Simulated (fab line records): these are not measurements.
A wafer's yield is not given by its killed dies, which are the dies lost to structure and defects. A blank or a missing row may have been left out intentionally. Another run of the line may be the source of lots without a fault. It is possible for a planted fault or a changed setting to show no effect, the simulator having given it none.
Which tool did it? + flow n5_finfet + 10 lots with 30 wafers sampled at 4 steps, on a route of 1938 steps

WHAT THE GAUGES READ, wafer by wafer
No reading from a measuring or inspecting step in the record can be judged against a usual standard deviation.

WHICH TOOL RAN EACH LOT (tool, then ch and the chambers of the sampled wafers, then the start)
| lot  | N5_BEOL_M10_ETCH_62                | N5_BEOL_M10_HM_OPEN_17            | N5_BEOL_M10_ETCH_41                | N5_BEOL_M10_STRIP_77           |
|------|------------------------------------|-----------------------------------|------------------------------------|--------------------------------|
| L946 | rie_diel-05 ch 2,3, day 9 22:28    | rie_metal-03 ch 0,1, day 9 22:41  | rie_diel-02 ch 0,3, day 10 01:32   | rie_diel-02 ch 0,3, no start   |
| L947 | rie_diel-05 ch 0,1,3, day 10 18:43 | rie_metal-01 ch 0, day 10 18:55   | rie_diel-06 ch 2,3, day 10 20:24   | rie_diel-06 ch 2,3, no start   |
| L955 | rie_diel-06 ch 2,3, day 12 19:30   | rie_metal-01 ch 0,1, day 12 19:43 | rie_diel-06 ch 0,2,3, day 12 21:42 | rie_diel-06 ch 0,2,3, no start |
| L956 | rie_diel-05 ch 0,2,3, day 13 05:05 | rie_metal-01 ch 0,1, day 13 05:16 | rie_diel-06 ch 0,1,3, day 13 08:16 | rie_diel-06 ch 0,1,3, no start |
| L961 | rie_diel-02 ch 1,3, day 14 07:30   | rie_metal-03 ch 0,1, day 14 07:41 | rie_diel-06 ch 0,1, day 14 12:20   | rie_diel-06 ch 0,1, no start   |
| L962 | rie_diel-02 ch 0,2,3, day 14 09:35 | rie_metal-03 ch 0,1, day 14 09:48 | rie_diel-02 ch 1,2,3, day 14 11:55 | rie_diel-02 ch 1,2,3, no start |
| L965 | rie_diel-05 ch 0,1,2, day 15 01:27 | rie_metal-03 ch 0, day 15 01:38   | rie_diel-02 ch 0,3, day 15 04:05   | rie_diel-02 ch 0,3, no start   |
| L966 | rie_diel-05 ch 0,2, day 15 04:37   | rie_metal-03 ch 0,1, day 15 04:47 | rie_diel-05 ch 0,1, day 15 06:50   | rie_diel-05 ch 0,1, no start   |
| L968 | rie_diel-06 ch 1,3, day 15 18:40   | rie_metal-01 ch 0,1, day 15 18:53 | rie_diel-05 ch 0,3, day 15 20:17   | rie_diel-05 ch 0,3, no start   |
| L969 | rie_diel-02 ch 0,1,3, day 16 03:43 | rie_metal-02 ch 0,1, day 16 03:53 | rie_diel-05 ch 0,2,3, day 16 06:47 | rie_diel-05 ch 0,2,3, no start |
- N5_BEOL_M10_ETCH_62: etches SOC in N2/H2, target depth 110 nm, overetch 22 nm, time 165 s.
- N5_BEOL_M10_HM_OPEN_17: chemistry Cl2/BCl3, target TiN, target depth 20 nm, overetch 6 nm.
- N5_BEOL_M10_ETCH_41: etches SiCN in CH3F/O2, target depth 42.6 nm, time 86 s.
- N5_BEOL_M10_STRIP_77: strips in N2/H2, time 10 s.

WHAT THE TOOLS THEMSELVES READ (means of the sampled wafers that have a number; where no wafer has one, the mark that the record gives instead)
N5_BEOL_M10_ETCH_62. Usual: drypump_motor_current_A is 5.8 A with standard deviation 0.44, n2_flow_sccm is 200.0 sccm with standard deviation 0.55, oes_product_au is 0.68 a.u. with standard deviation 0.074, rf_fwd_power_W is 837.6 W with standard deviation 2.7, rf_vpp_V is 524.8 V with standard deviation 2.6, showerhead_plenum_p_Torr is 2.58 Torr with standard deviation 0.091, and throttle_valve_pct is 17.80 % with standard deviation 0.24.
| lot  | tool        | drypump_motor_current_A (A) | n2_flow_sccm (sccm) | oes_product_au (a.u.) | rf_fwd_power_W (W) | rf_vpp_V (V) | showerhead_plenum_p_Torr (Torr) | throttle_valve_pct (%) | flag |
|------|-------------|-----------------------------|---------------------|-----------------------|--------------------|--------------|---------------------------------|------------------------|------|
| L946 | rie_diel-05 | 5.3                         | 199.1               | 0.69                  | 838.0              | 527.6        | 2.68                            | 17.72                  |      |
| L947 | rie_diel-05 | 5.3                         | 199.6               | 0.67                  | 835.8              | 523.3        | 2.56                            | 17.87                  |      |
| L955 | rie_diel-06 | 5.5                         | 200.6               | 0.66                  | 838.2              | 524.0        | 2.59                            | 17.92                  |      |
| L956 | rie_diel-05 | 5.4                         | 200.0               | 0.66                  | 836.0              | 524.7        | 2.59                            | 17.74                  |      |
| L961 | rie_diel-02 | 6.1                         | 200.3               | 0.73                  | 837.1              | 523.9        | 2.55                            | 17.59                  |      |
| L962 | rie_diel-02 | 6.0                         | 199.8               | 0.65                  | 839.1              | 524.5        | 2.54                            | 17.71                  |      |
| L965 | rie_diel-05 | 5.5                         | 199.9               | 0.68                  | 837.6              | 524.4        | 2.57                            | 17.82                  |      |
| L966 | rie_diel-05 | 5.7                         | 200.1               | 0.69                  | 836.9              | 526.4        | 2.61                            | 17.64                  |      |
| L968 | rie_diel-06 | 5.8                         | 199.9               | 0.69                  | 833.8              | 527.6        | 2.68                            | 17.93                  |      |
| L969 | rie_diel-02 | 6.3                         | 200.3               | 0.65                  | 840.3              | 523.6        | 2.54                            | 17.66                  |      |

N5_BEOL_M10_HM_OPEN_17. Usual: drypump_motor_current_A 5.83 A, standard deviation 0.28; oes_product_au 0.67 a.u., standard deviation 0.086; throttle_valve_pct 22.11 %, standard deviation 0.14.
| lot  | tool         | drypump_motor_current_A (A) | oes_product_au (a.u.) | throttle_valve_pct (%) | flag |
|------|--------------|-----------------------------|-----------------------|------------------------|------|
| L946 | rie_metal-03 | 5.93                        | 0.59                  | 22.11                  |      |
| L947 | rie_metal-01 | 5.72                        | 0.79                  | 22.01                  |      |
| L955 | rie_metal-01 | 6.14                        | 0.67                  | 22.05                  |      |
| L956 | rie_metal-01 | 6.14                        | 0.67                  | 22.04                  |      |
| L961 | rie_metal-03 | 5.93                        | 0.65                  | 22.04                  |      |
| L962 | rie_metal-03 | 5.87                        | 0.71                  | 22.15                  |      |
| L965 | rie_metal-03 | 6.00                        | 0.58                  | 21.95                  |      |
| L966 | rie_metal-03 | 5.88                        | 0.70                  | 22.15                  |      |
| L968 | rie_metal-01 | 5.94                        | 0.69                  | 22.06                  |      |
| L969 | rie_metal-02 | 5.42                        | 0.67                  | 22.23                  |      |

N5_BEOL_M10_ETCH_41. Usual: drypump_motor_current_A 5.7 A, standard deviation 0.46; oes_product_au 0.80 a.u., standard deviation 0.082; rf_fwd_power_W 391.9 W, standard deviation 1.5; rf_vpp_V 297.7 V, standard deviation 1.6; showerhead_plenum_p_Torr 2.02 Torr, standard deviation 0.074; throttle_valve_pct 16.29 %, standard deviation 0.23.
| lot  | tool        | drypump_motor_current_A (A) | oes_product_au (a.u.) | rf_fwd_power_W (W) | rf_vpp_V (V) | showerhead_plenum_p_Torr (Torr) | throttle_valve_pct (%) | flag |
|------|-------------|-----------------------------|-----------------------|--------------------|--------------|---------------------------------|------------------------|------|
| L946 | rie_diel-02 | 6.2                         | 0.71                  | 392.8              | 296.7        | 1.98                            | 16.25                  |      |
| L947 | rie_diel-06 | 5.5                         | 0.81                  | 391.8              | 297.7        | 2.05                            | 16.34                  |      |
| L955 | rie_diel-06 | 5.5                         | 0.81                  | 392.5              | 297.0        | 1.99                            | 16.39                  |      |
| L956 | rie_diel-06 | 5.8                         | 0.92                  | 486.7              | 277.4        | 2.06                            | 16.32                  | OFF  |
| L961 | rie_diel-06 | 5.8                         | 0.93                  | 486.2              | 276.4        | 2.01                            | 16.36                  | OFF  |
| L962 | rie_diel-02 | 6.1                         | 0.78                  | 392.8              | 297.6        | 2.03                            | 16.15                  |      |
| L965 | rie_diel-02 | 6.1                         | 0.76                  | 391.3              | 296.2        | 1.96                            | 16.18                  |      |
| L966 | rie_diel-05 | 5.7                         | 0.81                  | 391.9              | 296.4        | 1.96                            | 16.21                  |      |
| L968 | rie_diel-05 | 5.2                         | 0.93                  | 391.3              | 297.0        | 2.01                            | 16.05                  |      |
| L969 | rie_diel-05 | 5.5                         | 0.86                  | 391.3              | 298.3        | 2.03                            | 16.12                  |      |

N5_BEOL_M10_STRIP_77. Usual: drypump_motor_current_A 5.7 A, standard deviation 0.47; n2_flow_sccm 200.1 sccm, standard deviation 0.68; oes_product_au 0.80 a.u., standard deviation 0.084; rf_vpp_V 59.2 V, standard deviation 0.88; showerhead_plenum_p_Torr 2.57 Torr, standard deviation 0.097; throttle_valve_pct 23.7 %, standard deviation 0.31.
| lot  | tool        | drypump_motor_current_A (A) | n2_flow_sccm (sccm) | oes_product_au (a.u.) | rf_vpp_V (V) | showerhead_plenum_p_Torr (Torr) | throttle_valve_pct (%) | flag |
|------|-------------|-----------------------------|---------------------|-----------------------|--------------|---------------------------------|------------------------|------|
| L946 | rie_diel-02 | 6.2                         | 200.3               | 0.71                  | 58.9         | 2.51                            | 23.4                   |      |
| L947 | rie_diel-06 | 5.5                         | 200.4               | 0.80                  | 59.6         | 2.60                            | 23.7                   |      |
| L955 | rie_diel-06 | 5.5                         | 199.6               | 0.82                  | 58.9         | 2.53                            | 23.9                   |      |
| L956 | rie_diel-06 | 5.8                         | 200.5               | 0.87                  | 59.2         | 2.63                            | 23.9                   |      |
| L961 | rie_diel-06 | 5.8                         | 199.8               | 0.88                  | 59.7         | 2.56                            | 24.0                   |      |
| L962 | rie_diel-02 | 6.1                         | 199.5               | 0.79                  | 58.6         | 2.59                            | 23.5                   |      |
| L965 | rie_diel-02 | 6.2                         | 200.5               | 0.76                  | 59.7         | 2.49                            | 23.4                   |      |
| L966 | rie_diel-05 | 5.7                         | 200.7               | 0.81                  | 59.3         | 2.48                            | 23.7                   |      |
| L968 | rie_diel-05 | 5.2                         | 199.9               | 0.94                  | 58.6         | 2.56                            | 23.6                   |      |
| L969 | rie_diel-05 | 5.4                         | 200.3               | 0.87                  | 59.5         | 2.58                            | 23.5                   |      |

THE ANSWER, worked out from the rows above alone
Rule: a lot is off if the mean of its wafers that have a number lies more than 3 standard deviations from the usual mean. A lot without any number at a reading at which 4 lots or more have one is off too. Where the step has rows for the other lots, those lots are counted as sound. First the gauges in route order, then the tools' own readings, where a lot's mean is used as printed above. At the first step where some lot is off, the reading lying furthest off is the one used; lots without a number count as furthest.
Off: L956, L961, at N5_BEOL_M10_ETCH_41 (rf_fwd_power_W).
A tool fits if, at that step or a process step before it, it ran every lot that is off, and no sound lot after the first of them. One fits: rie_diel-06 at N5_BEOL_M10_ETCH_41. Its last sound lot is L955 (day 12 21:42), its first lot that is off L956 (day 13 08:16): a fault that began between those two fits.
The tool's own readings at N5_BEOL_M10_ETCH_41 bear it out: on the lots that are off they differ by more than 5 times the standard deviation of the sound lots' means. rf_fwd_power_W reads 486.4 W there against 392.0 W on the sound lots; rf_vpp_V reads 276.9 V there against 297.1 V on the sound lots.

WHAT WAS PUT IN BY THE SIMULATOR
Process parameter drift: rie_diel-06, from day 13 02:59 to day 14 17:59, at N5_BEOL_M10_ETCH_41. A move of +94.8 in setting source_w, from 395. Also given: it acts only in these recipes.
Struck lots among those shown: L956, L961. The rule above found the same.
